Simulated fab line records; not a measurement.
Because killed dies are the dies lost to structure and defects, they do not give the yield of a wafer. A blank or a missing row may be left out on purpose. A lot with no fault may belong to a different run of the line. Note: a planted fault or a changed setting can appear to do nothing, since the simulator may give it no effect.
Which of the tools did it? | flow n5Finfet | 11 lots with 33 wafers sampled at 4 steps, on a route of 1938 steps

== WHAT THE GAUGES READ, wafer by wafer ==
N5_PMOS_HMC_CHANNEL_EPI_INSPECT_11: inspects for defects (macro). Usual: 2.2 for rawDefectCount, sd 1.6.
lot  | measured    | on               | rawDefectCount | flag
L204 | day 1 17:20 | defectInspect-01 | 2 2 8          | 
L205 | day 1 23:27 | defectInspect-01 | 3 1 0          | 
L206 | day 2 05:23 | defectInspect-01 | 2 5 1          | 
L209 | day 2 23:39 | defectInspect-02 | 2 2 1          | 
L216 | day 4 16:58 | defectInspect-02 | 2 0 1          | 
L217 | day 4 23:12 | defectInspect-02 | 2 1 2          | 
L218 | day 5 05:11 | defectInspect-02 | 5 1 2          | 
L219 | day 5 11:29 | defectInspect-02 | 3 1 2          | 
L220 | day 5 17:22 | defectInspect-01 | 3 1 0          | 
L224 | day 6 16:59 | defectInspect-01 | 4 2 1          | 
L225 | day 6 23:21 | defectInspect-01 | 2 1 3          | 

N5_PMOS_HMC_CHANNEL_EPI_THK_MEAS_22. Usual: for HMC_CMP_THK the level is 53.3 nm and the standard deviation is 0.67.
lot  | measured    | on           | HMC_CMP_THK (nm) | flag
L204 | day 1 20:02 | filmMetro-01 | 52.9 53.5 53.4   | 
L205 | day 2 01:46 | filmMetro-01 | 54.5 53.0 54.4   | 
L206 | day 2 08:05 | filmMetro-01 | 52.6 52.2 52.1   | 
L209 | day 3 02:20 | filmMetro-02 | 52.8 53.6 53.0   | 
L216 | day 4 19:20 | filmMetro-02 | 52.7 43.7 52.9   | OFF
L217 | day 5 01:29 | filmMetro-02 | 52.6 44.2 52.6   | OFF
L218 | day 5 07:29 | filmMetro-01 | 53.2 44.4 52.5   | OFF
L219 | day 5 13:46 | filmMetro-02 | 53.8 53.8 52.7   | 
L220 | day 5 19:58 | filmMetro-02 | 52.6 54.3 53.4   | 
L224 | day 6 19:37 | filmMetro-01 | 54.0 53.0 52.9   | 
L225 | day 7 01:38 | filmMetro-02 | 54.8 54.2 54.4   | 

== EACH LOT AND THE TOOL THAT RAN IT (in order: tool; ch and the chambers of the sampled wafers; start) ==
lot  | N5_PMOS_HMC_CHANNEL_EPI_STRIP_33 | N5_PMOS_HMC_CHANNEL_EPI_FIN_RECESS_16
L204 | rieDiel-05 ch 0,1, day 1 17:31   | rieSi-03 ch 0,1, day 1 17:50
L205 | rieDiel-05 ch 0,1,3, day 1 23:37 | rieSi-02 ch 1,2,3, day 1 23:58
L206 | rieDiel-01 ch 0,1,2, day 2 05:33 | rieSi-01 ch 0,1,3, day 2 05:53
L209 | rieDiel-04 ch 0,2,3, day 2 23:49 | rieSi-01 ch 0,1,2, day 3 00:08
L216 | rieDiel-05 ch 0,1,2, day 4 17:12 | rieSi-01 ch 0,1,2, day 4 17:31
L217 | rieDiel-01 ch 0,2, day 4 23:22   | rieSi-01 ch 1,2, day 4 23:41
L218 | rieDiel-05 ch 0,1, day 5 05:22   | rieSi-01 ch 0,1,2, day 5 05:41
L219 | rieDiel-04 ch 0,2, day 5 11:39   | rieSi-02 ch 1,2,3, day 5 11:58
L220 | rieDiel-05 ch 1,2,3, day 5 17:50 | rieSi-02 ch 1,2,3, day 5 18:09
L224 | rieDiel-04 ch 0,3, day 6 17:10   | rieSi-02 ch 0,3, day 6 17:29
L225 | rieDiel-05 ch 1,3, day 6 23:31   | rieSi-03 ch 1,2,3, day 6 23:50
- N5_PMOS_HMC_CHANNEL_EPI_STRIP_33: strips in N2/H2.
- N5_PMOS_HMC_CHANNEL_EPI_FIN_RECESS_16: chemistry HBr/Cl2, target Si, target depth 54 nm, time 18 s.

== AS READ BY THE TOOLS THEMSELVES (means over the sampled wafers that have a number; for cases with no such wafer, the mark the record gives instead) ==
N5_PMOS_HMC_CHANNEL_EPI_STRIP_33. Usual: drypumpMotorCurrentA 5.8 A, standard deviation 0.41; oesProductAu 0.80 a.u., standard deviation 0.077; rfVppV 54.5 V, standard deviation 1.7; showerheadPlenumPTorr 3.36 Torr, standard deviation 0.11; tempC 40.00 C, standard deviation 0.11; throttleValvePct 18.85 %, standard deviation 0.29.
lot  | tool       | drypumpMotorCurrentA (A) | oesProductAu (a.u.) | rfVppV (V) | showerheadPlenumPTorr (Torr) | tempC (C) | throttleValvePct (%) | flag
L204 | rieDiel-05 | 6.0                      | 0.79                | 53.4       | 3.33                         | 40.08     | 18.96                | 
L205 | rieDiel-05 | 6.1                      | 0.77                | 55.3       | 3.40                         | 39.97     | 19.07                | 
L206 | rieDiel-01 | 5.9                      | 0.86                | 54.8       | 3.35                         | 40.05     | 18.88                | 
L209 | rieDiel-04 | 5.5                      | 0.72                | 55.0       | 3.23                         | 40.02     | 18.59                | 
L216 | rieDiel-05 | 5.8                      | 0.78                | 54.1       | 3.38                         | 40.03     | 19.06                | 
L217 | rieDiel-01 | 5.5                      | 0.80                | 54.2       | 3.33                         | 39.91     | 18.95                | 
L218 | rieDiel-05 | 6.0                      | 0.73                | 53.9       | 3.38                         | 40.01     | 19.21                | 
L219 | rieDiel-04 | 5.4                      | 0.71                | 55.5       | 3.23                         | 40.08     | 18.56                | 
L220 | rieDiel-05 | 5.9                      | 0.79                | 53.5       | 3.38                         | 39.94     | 18.98                | 
L224 | rieDiel-04 | 5.5                      | 0.72                | 54.6       | 3.22                         | 40.03     | 18.72                | 
L225 | rieDiel-05 | 6.2                      | 0.74                | 54.5       | 3.39                         | 40.02     | 19.03                | 

N5_PMOS_HMC_CHANNEL_EPI_FIN_RECESS_16. Usual: drypumpMotorCurrentA 5.8 A, standard deviation 0.49; mfcCl2Sccm 79.98 sccm, standard deviation 0.25; oesProductAu 1.001 a.u., standard deviation 0.012; throttleValvePct 35.30 %, standard deviation 0.27.
lot  | tool     | drypumpMotorCurrentA (A) | mfcCl2Sccm (sccm) | oesProductAu (a.u.) | throttleValvePct (%) | flag
L204 | rieSi-03 | 5.6                      | 80.21             | 1.002               | 35.37                | 
L205 | rieSi-02 | 5.7                      | 79.95             | 0.995               | 35.32                | 
L206 | rieSi-01 | 6.2                      | 79.99             | 0.995               | 35.41                | 
L209 | rieSi-01 | 5.9                      | 79.97             | 0.990               | 35.39                | 
L216 | rieSi-01 | 6.0                      | 80.04             | 0.990               | 35.40                | 
L217 | rieSi-01 | 6.4                      | 79.90             | 0.996               | 35.42                | 
L218 | rieSi-01 | 5.9                      | 80.10             | 0.997               | 35.39                | 
L219 | rieSi-02 | 5.7                      | 80.30             | 0.993               | 35.34                | 
L220 | rieSi-02 | 5.7                      | 79.92             | 0.993               | 35.33                | 
L224 | rieSi-02 | 5.6                      | 79.70             | 1.009               | 34.90                | 
L225 | rieSi-03 | 5.5                      | 80.14             | 1.017               | 35.16                | 

== THE ANSWER, worked out from the rows above alone ==
Rule: lot off if the mean of its wafers having a number is beyond 3 standard deviations from the usual mean. Also off: a lot with no number at a reading for which 4 or more lots have one. All remaining lots with rows at the step are treated as sound. After the gauges, taken in route order, come the tools' own readings; for these a lot's mean is taken, as printed above. The first step at which some lot is off is used, and at that step the reading that is off furthest; a lot without a number counts as furthest.
Off: at N5_PMOS_HMC_CHANNEL_EPI_THK_MEAS_22 (HMC_CMP_THK), L216, L217, L218.
A tool fits if, at a process step before that reading, it ran every lot that is off, and no sound lot after the first of them. The gauges at N5_PMOS_HMC_CHANNEL_EPI_THK_MEAS_22 are tried like those tools. One candidate fits, namely rieSi-01 at N5_PMOS_HMC_CHANNEL_EPI_FIN_RECESS_16. A fault onset in the window from L209 (day 3 00:08, its last sound lot) to L216 (day 4 17:31, its first lot off) fits.

== WHAT WAS PUT IN BY THE SIMULATOR ==
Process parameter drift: rieSi-01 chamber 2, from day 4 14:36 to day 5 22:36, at N5_PMOS_HMC_CHANNEL_EPI_FIN_RECESS_16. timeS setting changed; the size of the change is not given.
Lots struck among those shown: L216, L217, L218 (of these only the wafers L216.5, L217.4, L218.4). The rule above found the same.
